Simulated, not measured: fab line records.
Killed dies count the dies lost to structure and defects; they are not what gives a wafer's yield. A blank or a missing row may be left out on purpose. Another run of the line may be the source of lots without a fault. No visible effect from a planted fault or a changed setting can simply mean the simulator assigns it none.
Matching of chambers	flow nandHarc	4 sister chambers for NHARC_THIN_TSV_ETCH_15 on rieSi-02
The step target depth 3000 nm, bosch target overetch cycles 2, bosch etch step 2.8 s. 8 wafers are shown with their chamber, then 9 later ones without.

== WAFERS PAIRED WITH THEIR CHAMBERS ==
wafer	chamber	drypumpMotorCurrentA (A)
L074.1	0	5.8
L074.3	3	5.6
L079.3	3	5.6
L088.4	1	6.1
L088.6	2	5.8
L086.1	2	5.7
L086.4	1	6.1
L086.6	0	5.8

== WAFERS WITHOUT THEIR CHAMBER ==
wafer	drypumpMotorCurrentA (A)
L091.1	5.7
L091.5	5.6
L091.6	5.8
L092.2	6.1
L092.3	5.7
L092.4	5.6
L095.1	5.7
L095.2	5.6
L095.3	5.8

== EACH ONE'S CHAMBER ==
wafer	from the rows above	in truth
L091.1	can't be placed: 2 or 0 or 3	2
L091.5	3	3
L091.6	can't be placed: 0 or 2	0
L092.2	1	1
L092.3	can't be placed: 2 or 0 or 3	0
L092.4	3	3
L095.1	can't be placed: 2 or 0 or 3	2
L095.2	3	3
L095.3	can't be placed: 0 or 2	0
Correct placement for 4 of the 9. Not placeable from these rows: 5 (in 5, the candidates include the true chamber). 0 placed wrongly.
How it was worked out, from the rows above alone: a wafer's distance from a chamber is the root of the sum, over the readings, of the square of ((its reading less the chamber's mean) divided by the reading's scatter). If the next closest chamber is less than 2 further off than the closest, the wafer can't be placed; otherwise it belongs to the closest. Each chamber's mean is taken over the wafers shown for it. The scatter: take each reading less its chamber's mean, square it, sum over the shown wafers, divide by the number of wafers less the number of chambers, and take the root.
